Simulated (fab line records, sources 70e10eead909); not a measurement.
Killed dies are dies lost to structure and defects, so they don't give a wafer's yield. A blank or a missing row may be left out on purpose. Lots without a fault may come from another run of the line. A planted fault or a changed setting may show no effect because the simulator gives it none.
Which tool did it? | flow nand_harc | 14 lots, 42 wafers sampled, at 6 steps of a route of 1302

WHAT THE GAUGES READ, wafer by wafer
NHARC_A_ONON_D2_THK_MEAS_08: measures by ellipsometry.
lot  | measured     | on            | thk_nm (nm)
L316 | day 12 09:13 | film_metro-01 | 1009 1009 1008
L317 | day 12 19:35 | film_metro-01 | 1012 1010 1012
L320 | day 13 23:26 | film_metro-01 | 985 987 988
L321 | day 14 11:30 | film_metro-01 | 992 991 991
L322 | day 15 02:50 | film_metro-01 | 985 988 986
L326 | day 16 19:28 | film_metro-01 | 1015 1014 1016
L331 | day 18 19:17 | film_metro-02 | 984 982 983
L330 | day 18 19:25 | film_metro-01 | 1009 1011 1010
L332 | day 19 08:49 | film_metro-01 | 1005 1005 1005
L334 | day 20 06:09 | film_metro-01 | 1005 1005 1005
L335 | day 20 06:18 | film_metro-02 | 994 996 995
L336 | day 20 18:17 | film_metro-01 | 1006 1006 1008
L338 | day 21 19:03 | film_metro-02 | 1003 1002 1003
L339 | day 22 10:37 | film_metro-02 | 1000 1000 1000

NHARC_A_ONON_D2_THK_MEAS_30: measures by ellipsometry.
lot  | measured     | on            | thk_nm (nm)
L316 | day 12 20:03 | film_metro-01 | 995 997 997
L317 | day 13 07:05 | film_metro-01 | 999 998 999
L320 | day 14 10:31 | film_metro-01 | 1187 1183 1185
L321 | day 14 22:42 | film_metro-02 | 1181 1181 1181
L322 | day 15 13:52 | film_metro-02 | 1197 1196 1196
L326 | day 17 09:52 | film_metro-01 | 1003 1004 1005
L331 | day 19 06:42 | film_metro-02 | 996 998 998
L330 | day 19 06:43 | film_metro-01 | 1004 1005 1003
L332 | day 19 20:16 | film_metro-02 | 991 992 991
L334 | day 20 16:53 | film_metro-01 | 990 992 989
L335 | day 20 16:55 | film_metro-01 | 1010 1011 1012
L336 | day 21 12:53 | film_metro-02 | 1002 1003 1002
L338 | day 22 05:51 | film_metro-01 | 1009 1010 1008
L339 | day 22 22:30 | film_metro-01 | 992 991 992

NHARC_A_ONON_D2_THK_MEAS_34: measures by ellipsometry.
lot  | measured     | on            | thk_nm (nm)
L316 | day 12 20:31 | film_metro-02 | 199 196 200
L317 | day 13 07:34 | film_metro-02 | 199 202 198
L320 | day 14 10:59 | film_metro-02 | 196 201 199
L321 | day 14 23:10 | film_metro-01 | 199 206 204
L322 | day 15 14:35 | film_metro-02 | 202 205 200
L326 | day 17 10:20 | film_metro-02 | 202 196 201
L331 | day 19 07:10 | film_metro-01 | 202 200 201
L330 | day 19 07:12 | film_metro-02 | 197 195 199
L332 | day 19 20:44 | film_metro-01 | 198 196 201
L334 | day 20 17:22 | film_metro-01 | 195 203 202
L335 | day 20 17:23 | film_metro-02 | 202 203 206
L336 | day 21 13:35 | film_metro-02 | 201 202 199
L338 | day 22 06:19 | film_metro-01 | 205 202 201
L339 | day 22 22:58 | film_metro-01 | 197 201 200

NHARC_END_SORT_01.
lot  | measured     | on        | killed_at_array | killed_at_other | killed_at_periphery | killed_dies | killed_open | killed_short
L330 | day 30 19:57 | prober-01 | 77 77 67        | 0 0 1           | 10 8 6              | 87 85 74    | 4 3 5       | 2 2 1

WHICH TOOL RAN EACH LOT (tool, then ch and the chambers of the sampled wafers, then the start)
lot  | NHARC_A_ONON_D2_DEP_28           | NHARC_A_CHANNEL_HOLE_D2_DEP_01
L316 | pecvd_onon-01 ch 0, day 12 19:36 | pecvd-01 ch 0,1,2, day 12 23:01
L317 | pecvd_onon-01 ch 0, day 13 06:38 | pecvd-02 ch 0,2, day 13 10:25
L320 | pecvd_onon-01 ch 0, day 14 10:04 | pecvd-03 ch 1,2, day 14 13:03
L321 | pecvd_onon-01 ch 0, day 14 22:15 | pecvd-03 ch 1,2, day 15 01:16
L322 | pecvd_onon-01 ch 0, day 15 13:32 | pecvd-02 ch 0,1,2, day 15 19:11
L326 | pecvd_onon-04 ch 0, day 17 09:22 | pecvd-03 ch 0,1,2, day 17 16:13
L331 | pecvd_onon-04 ch 0, day 19 06:22 | pecvd-01 ch 0,1,2, day 19 09:56
L330 | pecvd_onon-01 ch 0, day 19 06:11 | pecvd-02 ch 0,1,2, day 19 10:43
L332 | pecvd_onon-04 ch 0, day 19 19:46 | pecvd-01 ch 1,2, day 19 22:46
L334 | pecvd_onon-04 ch 0, day 20 16:30 | pecvd-03 ch 0,2, day 20 19:28
L335 | pecvd_onon-01 ch 0, day 20 16:28 | pecvd-02 ch 1,2, day 20 21:20
L336 | pecvd_onon-01 ch 0, day 21 12:34 | pecvd-02 ch 0,1,2, day 21 18:19
L338 | pecvd_onon-04 ch 0, day 22 05:31 | pecvd-03 ch 0,1,2, day 22 08:29
L339 | pecvd_onon-01 ch 0, day 22 22:07 | pecvd-03 ch 0,1,2, day 23 01:04
- NHARC_A_ONON_D2_DEP_28: target thk 1000 nm.
- NHARC_A_CHANNEL_HOLE_D2_DEP_01: deposits SiON, target thk 140 nm.

WHAT THE TOOLS THEMSELVES READ (means of the sampled wafers that have a number; where no wafer has one, the mark that the record gives instead)
NHARC_A_CHANNEL_HOLE_D2_DEP_01.
lot  | tool     | heater_power_w (W) | showerhead_vpp_V (V)
L316 | pecvd-01 | 804                | 1155
L317 | pecvd-02 | 758                | 1255
L320 | pecvd-03 | 922                | 1114
L321 | pecvd-03 | 953                | 1182
L322 | pecvd-02 | 753                | 1200
L326 | pecvd-03 | 835                | 1168
L331 | pecvd-01 | 762                | 1168
L330 | pecvd-02 | 759                | 1219
L332 | pecvd-01 | 870                | 1165
L334 | pecvd-03 | 781                | 1158
L335 | pecvd-02 | 801                | 1213
L336 | pecvd-02 | 789                | 1210
L338 | pecvd-03 | 840                | 1170
L339 | pecvd-03 | 833                | 1179

THE ANSWER, worked out from the rows above alone
Rule: what is usual is taken from the lots themselves. Put in order of their means at a reading, lots are off if they are a third of the lots or fewer, leave a main group of 4 or more, and stand apart from it by a gap of 3 or more times the standard deviation of the main group's means; of several such gaps the widest counts. A main group whose means are all the same, to the digits that the tables above print for the reading, isn't used. A lot without any number at a reading at which 4 lots or more have one is off too. The other lots that the step has rows for count as sound. The gauges are gone through in route order, then the tools' own readings, and for those a lot's mean is taken as printed above. The first step at which some lot is off is used, and at that step the reading that is off furthest; a lot without a number counts as furthest.
Off: L320, L321, L322, at NHARC_A_ONON_D2_THK_MEAS_30 (thk_nm). The main group: mean 1000 nm, standard deviation 6.7.
A tool fits if, at a process step before that reading, it ran every lot that is off, and no sound lot after the first of them. The gauges at NHARC_A_ONON_D2_THK_MEAS_30 are tried like those tools. None of those tried fits.

WHAT THE SIMULATOR HAD PUT IN
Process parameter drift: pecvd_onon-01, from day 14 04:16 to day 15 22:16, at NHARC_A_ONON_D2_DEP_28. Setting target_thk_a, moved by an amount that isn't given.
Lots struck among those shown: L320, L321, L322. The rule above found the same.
